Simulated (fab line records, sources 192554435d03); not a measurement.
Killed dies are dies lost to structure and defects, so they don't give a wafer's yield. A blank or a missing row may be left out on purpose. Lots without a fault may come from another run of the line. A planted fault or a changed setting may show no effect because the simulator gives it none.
Which tool did it? | flow n5_finfet | 14 lots, 42 wafers sampled, at 6 steps of a route of 1938

WHAT THE GAUGES READ, wafer by wafer
N5_BEOL_M2_RS_MEAS_58: measures by four-point-probe.
lot  | measured     | on            | M2_RS (ohm/sq)
L375 | day 7 15:32  | film_metro-01 | 0.689 0.666 0.689
L374 | day 7 15:55  | film_metro-02 | 0.653 0.696 0.650
L377 | day 7 22:09  | film_metro-02 | 0.627 0.673 0.645
L378 | day 8 00:05  | film_metro-02 | 0.664 0.662 0.681
L380 | day 8 19:44  | film_metro-01 | 0.659 0.642 0.689
L381 | day 8 22:04  | film_metro-01 | 0.673 0.636 0.648
L382 | day 9 15:12  | film_metro-02 | 0.717 0.697 0.705
L383 | day 9 18:10  | film_metro-01 | 0.644 0.659 0.635
L384 | day 10 00:55 | film_metro-02 | 0.669 0.698 0.717
L388 | day 10 16:07 | film_metro-02 | 0.666 0.709 0.720
L394 | day 12 08:25 | film_metro-02 | 0.666 0.709 0.643
L395 | day 12 08:32 | film_metro-01 | 0.652 0.694 0.671
L396 | day 12 14:54 | film_metro-02 | 0.634 0.674 0.658
L397 | day 12 19:25 | film_metro-01 | 0.729 0.724 0.657

N5_BEOL_M3_THK_MEAS_01.
lot  | measured     | on            | M3_ILD_THK (nm)
L375 | day 7 15:40  | film_metro-02 | 79.7 80.6 81.2
L374 | day 7 16:03  | film_metro-02 | 77.8 80.0 80.1
L377 | day 7 22:17  | film_metro-01 | 78.7 78.1 79.1
L378 | day 8 00:13  | film_metro-01 | 79.2 79.5 78.2
L380 | day 8 19:53  | film_metro-01 | 78.6 77.6 79.7
L381 | day 8 22:11  | film_metro-01 | 79.2 78.1 79.8
L382 | day 9 15:20  | film_metro-02 | 78.1 79.4 78.3
L383 | day 9 18:18  | film_metro-01 | 78.7 79.5 79.9
L384 | day 10 01:03 | film_metro-02 | 77.7 80.3 80.6
L388 | day 10 16:15 | film_metro-01 | 80.6 79.4 42.9
L394 | day 12 08:32 | film_metro-01 | 40.4 77.8 41.8
L395 | day 12 08:40 | film_metro-01 | 79.3 78.6 81.1
L396 | day 12 15:02 | film_metro-01 | 79.6 80.0 79.2
L397 | day 12 19:32 | film_metro-02 | 78.5 79.0 79.0

N5_BEOL_M4_RC_MEAS_101.
lot  | measured     | on        | DIBL_N (mV/V)  | DIBL_P (mV/V)  | IOFF_N (nA/um)    | IOFF_P (nA/um)    | ION_N (uA/um) | ION_P (uA/um) | SS_N (mV/dec)  | SS_P (mV/dec)  | VT_N (mV)         | VT_P (mV)
L375 | day 8 15:50  | prober-02 | 37.2 35.4 34.5 | 36.6 34.2 32.8 | 0.163 0.129 0.117 | 0.231 0.187 0.180 | 675 664 659   | 466 461 458   | 71.6 70.4 70.5 | 73.9 73.0 72.1 | 247.0 253.1 252.6 | -247 -248 -250
L374 | day 8 17:21  | prober-01 | 35.6 34.3 35.9 | 34.2 33.4 34.4 | 0.157 0.136 0.157 | 0.207 0.192 0.203 | 673 661 664   | 457 461 457   | 71.9 71.4 71.1 | 72.7 72.6 72.8 | 246.0 249.0 248.9 | -248 -249 -250
L377 | day 8 21:08  | prober-02 | 35.0 36.4 38.2 | 34.9 36.8 38.8 | 0.137 0.176 0.212 | 0.171 0.195 0.222 | 663 682 686   | 453 464 456   | 70.7 71.5 71.1 | 72.3 73.4 73.6 | 250.8 245.6 243.2 | -255 -254 -252
L378 | day 8 23:38  | prober-02 | 36.2 34.4 36.4 | 35.2 33.4 34.8 | 0.150 0.129 0.161 | 0.229 0.214 0.235 | 666 670 667   | 468 471 461   | 71.1 70.6 70.9 | 73.1 72.0 73.4 | 252.7 251.9 248.3 | -247 -250 -247
L380 | day 9 17:58  | prober-01 | 39.1 38.6 38.9 | 38.6 37.1 37.1 | 0.197 0.182 0.195 | 0.257 0.242 0.238 | 682 665 678   | 466 454 458   | 72.3 71.6 73.4 | 73.6 74.0 73.4 | 247.3 248.6 250.4 | -245 -246 -249
L381 | day 9 20:37  | prober-01 | 35.3 36.1 36.7 | 35.5 35.9 35.6 | 0.133 0.149 0.151 | 0.177 0.185 0.174 | 677 661 668   | 462 451 447   | 70.9 71.3 71.6 | 72.4 73.4 72.5 | 253.2 251.9 252.9 | -255 -255 -258
L382 | day 10 10:51 | prober-02 | 36.4 34.9 34.9 | 36.7 36.1 34.9 | 0.169 0.154 0.147 | 0.245 0.230 0.223 | 676 679 675   | 467 466 468   | 71.6 71.5 71.6 | 73.9 73.3 72.8 | 246.8 247.3 252.1 | -246 -245 -246
L383 | day 10 16:14 | prober-01 | 34.8 36.0 36.4 | 33.3 35.0 35.6 | 0.128 0.153 0.152 | 0.189 0.218 0.225 | 669 679 662   | 468 465 464   | 72.3 71.9 71.5 | 73.1 72.9 72.9 | 252.8 248.1 250.0 | -247 -248 -247
L384 | day 10 22:15 | prober-01 | 37.1 36.2 36.8 | 37.5 36.3 37.2 | 0.163 0.154 0.159 | 0.199 0.191 0.209 | 676 679 664   | 461 459 455   | 72.0 71.6 71.5 | 73.3 73.1 73.6 | 248.6 250.6 250.3 | -251 -253 -253
L388 | day 11 13:34 | prober-01 | 36.8 36.0      | 34.0 33.6      | 0.151 0.138       | 0.169 0.161       | 666 667       | 454 451       | 71.4 71.5      | 72.9 72.5      | 248.8 253.7       | -257 -254
L394 | day 13 05:48 | prober-01 | 34.7           | 33.2           | 0.120             | 0.159             | 655           | 450           | 72.0           | 72.7           | 253.5             | -254
L395 | day 13 06:14 | prober-02 | 37.1 36.2 37.1 | 36.6 35.7 37.5 | 0.183 0.157 0.176 | 0.232 0.210 0.248 | 679 667 677   | 465 458 468   | 71.5 71.2 71.0 | 72.9 72.2 73.3 | 246.5 250.3 246.7 | -248 -249 -245
L396 | day 13 14:47 | prober-01 | 33.6 36.1 33.8 | 33.7 36.6 33.5 | 0.105 0.139 0.106 | 0.161 0.207 0.159 | 653 663 644   | 456 461 452   | 71.3 71.6 70.9 | 72.2 73.2 72.9 | 254.8 251.6 255.0 | -251 -251 -254
L397 | day 13 19:38 | prober-01 | 35.3 37.3 35.1 | 34.7 35.9 34.5 | 0.137 0.166 0.135 | 0.179 0.192 0.178 | 669 671 668   | 460 452 457   | 71.7 71.9 71.5 | 72.8 72.1 72.3 | 250.5 249.3 253.9 | -255 -252 -253

WHICH TOOL RAN EACH LOT (tool, then ch and the chambers of the sampled wafers, then the start)
lot  | N5_BEOL_M2_SPUTTER_92        | N5_BEOL_M2_ANNEAL_93         | N5_BEOL_M3_ILD_DEP_00
L375 | pvd_sputter-01, day 7 14:03  | pvd_sputter-01, day 7 14:08  | pecvd-01 ch 1,2, day 7 15:36
L374 | pvd_sputter-02, day 7 14:17  | pvd_sputter-02, day 7 14:22  | pecvd-01 ch 1,2, day 7 15:59
L377 | pvd_sputter-01, day 7 20:40  | pvd_sputter-01, day 7 20:44  | pecvd-03 ch 0,1, day 7 22:13
L378 | pvd_sputter-01, day 7 22:36  | pvd_sputter-01, day 7 22:41  | pecvd-04 ch 0,1,2, day 8 00:10
L380 | pvd_sputter-01, day 8 18:14  | pvd_sputter-01, day 8 18:19  | pecvd-04 ch 0,1,2, day 8 19:49
L381 | pvd_sputter-01, day 8 20:35  | pvd_sputter-01, day 8 20:40  | pecvd-01 ch 0,1,2, day 8 22:08
L382 | pvd_sputter-01, day 9 13:29  | pvd_sputter-01, day 9 13:34  | pecvd-01 ch 0,1,2, day 9 15:16
L383 | pvd_sputter-02, day 9 16:40  | pvd_sputter-02, day 9 16:45  | pecvd-04 ch 0,1, day 9 18:13
L384 | pvd_sputter-02, day 9 23:19  | pvd_sputter-02, day 9 23:23  | pecvd-03 ch 0,2, day 10 00:59
L388 | pvd_sputter-02, day 10 13:49 | pvd_sputter-02, day 10 13:53 | pecvd-04 ch 0,1,2, day 10 16:11
L394 | pvd_sputter-02, day 12 06:55 | pvd_sputter-02, day 12 07:00 | pecvd-04 ch 0,2, day 12 08:28
L395 | pvd_sputter-01, day 12 07:02 | pvd_sputter-01, day 12 07:07 | pecvd-03 ch 0,2, day 12 08:35
L396 | pvd_sputter-02, day 12 13:19 | pvd_sputter-02, day 12 13:25 | pecvd-03 ch 0,1, day 12 14:58
L397 | pvd_sputter-02, day 12 17:46 | pvd_sputter-02, day 12 17:52 | pecvd-01 ch 0,1,2, day 12 19:29
- N5_BEOL_M2_SPUTTER_92: material Cu, target thk 4.5 nm, time 8.29 s.
- N5_BEOL_M2_ANNEAL_93: time 240 s.
- N5_BEOL_M3_ILD_DEP_00: deposits SiOC from DEMS/O2, target thk 79 nm, time 15.3 s.

WHAT THE TOOLS THEMSELVES READ (means of the sampled wafers that have a number; where no wafer has one, the mark that the record gives instead)
N5_BEOL_M2_SPUTTER_92.
lot  | tool           | chamber_pressure_pa (Pa) | throttle_valve_pct (%)
L375 | pvd_sputter-01 | 0.06992                  | 30.3
L374 | pvd_sputter-02 | 0.06983                  | 30.6
L377 | pvd_sputter-01 | 0.06997                  | 30.1
L378 | pvd_sputter-01 | 0.07002                  | 29.5
L380 | pvd_sputter-01 | 0.07004                  | 30.0
L381 | pvd_sputter-01 | 0.07006                  | 30.1
L382 | pvd_sputter-01 | 0.07009                  | 30.4
L383 | pvd_sputter-02 | 0.07009                  | 29.9
L384 | pvd_sputter-02 | 0.06997                  | 29.7
L388 | pvd_sputter-02 | 0.06989                  | 29.9
L394 | pvd_sputter-02 | 0.06996                  | 30.4
L395 | pvd_sputter-01 | 0.07015                  | 30.0
L396 | pvd_sputter-02 | 0.06992                  | 30.5
L397 | pvd_sputter-02 | 0.07002                  | 30.5

N5_BEOL_M2_ANNEAL_93.
lot  | tool           | heater_power_w (W)
L375 | pvd_sputter-01 | 835
L374 | pvd_sputter-02 | 874
L377 | pvd_sputter-01 | 840
L378 | pvd_sputter-01 | 835
L380 | pvd_sputter-01 | 820
L381 | pvd_sputter-01 | 845
L382 | pvd_sputter-01 | 871
L383 | pvd_sputter-02 | 852
L384 | pvd_sputter-02 | 848
L388 | pvd_sputter-02 | 892
L394 | pvd_sputter-02 | 854
L395 | pvd_sputter-01 | 828
L396 | pvd_sputter-02 | 844
L397 | pvd_sputter-02 | 961

N5_BEOL_M3_ILD_DEP_00.
lot  | tool     | heater_power_outer_w (W) | heater_power_w (W) | showerhead_plenum_p_Torr (Torr) | throttle_valve_pct (%)
L375 | pecvd-01 | 298                      | 524                | 5.677                           | 11.8
L374 | pecvd-01 | 309                      | 543                | 5.708                           | 12.2
L377 | pecvd-03 | 277                      | 540                | 5.701                           | 12.0
L378 | pecvd-04 | 280                      | 503                | 5.700                           | 12.2
L380 | pecvd-04 | 263                      | 475                | 5.705                           | 12.4
L381 | pecvd-01 | 274                      | 502                | 5.685                           | 12.0
L382 | pecvd-01 | 296                      | 515                | 5.674                           | 11.9
L383 | pecvd-04 | 240                      | 427                | 5.701                           | 12.2
L384 | pecvd-03 | 303                      | 566                | 5.715                           | 11.9
L388 | pecvd-04 | 279                      | 498                | 5.697                           | 12.0
L394 | pecvd-04 | 272                      | 468                | 5.708                           | 11.4
L395 | pecvd-03 | 299                      | 574                | 5.713                           | 12.1
L396 | pecvd-03 | 244                      | 466                | 5.691                           | 11.6
L397 | pecvd-01 | 291                      | 518                | 5.685                           | 12.1

THE ANSWER, worked out from the rows above alone
Rule: what is usual is taken from the lots themselves. Put in order of their means at a reading, lots are off if they are a third of the lots or fewer, leave a main group of 4 or more, and stand apart from it by a gap of 3 or more times the standard deviation of the main group's means; of several such gaps the widest counts. A main group whose means are all the same, to the digits that the tables above print for the reading, isn't used. A lot without any number at a reading at which 4 lots or more have one is off too. The other lots that the step has rows for count as sound. The gauges are gone through in route order, then the tools' own readings, and for those a lot's mean is taken as printed above. The first step at which some lot is off is used, and at that step the reading that is off furthest; a lot without a number counts as furthest.
Off: L388, L394, at N5_BEOL_M3_THK_MEAS_01 (M3_ILD_THK). The main group: mean 79.2 nm, standard deviation 0.53.
A tool fits if, at a process step before that reading, it ran every lot that is off, and no sound lot after the first of them. The gauges at N5_BEOL_M3_THK_MEAS_01 are tried like those tools. One fits: pecvd-04 at N5_BEOL_M3_ILD_DEP_00. Its last sound lot is L383 (day 9 18:13), its first lot that is off L388 (day 10 16:11): a fault that began between those two fits.

WHAT THE SIMULATOR HAD PUT IN
Process parameter drift: pecvd-04, from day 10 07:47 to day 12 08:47, at N5_BEOL_M3_ILD_DEP_00. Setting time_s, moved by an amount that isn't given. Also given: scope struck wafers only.
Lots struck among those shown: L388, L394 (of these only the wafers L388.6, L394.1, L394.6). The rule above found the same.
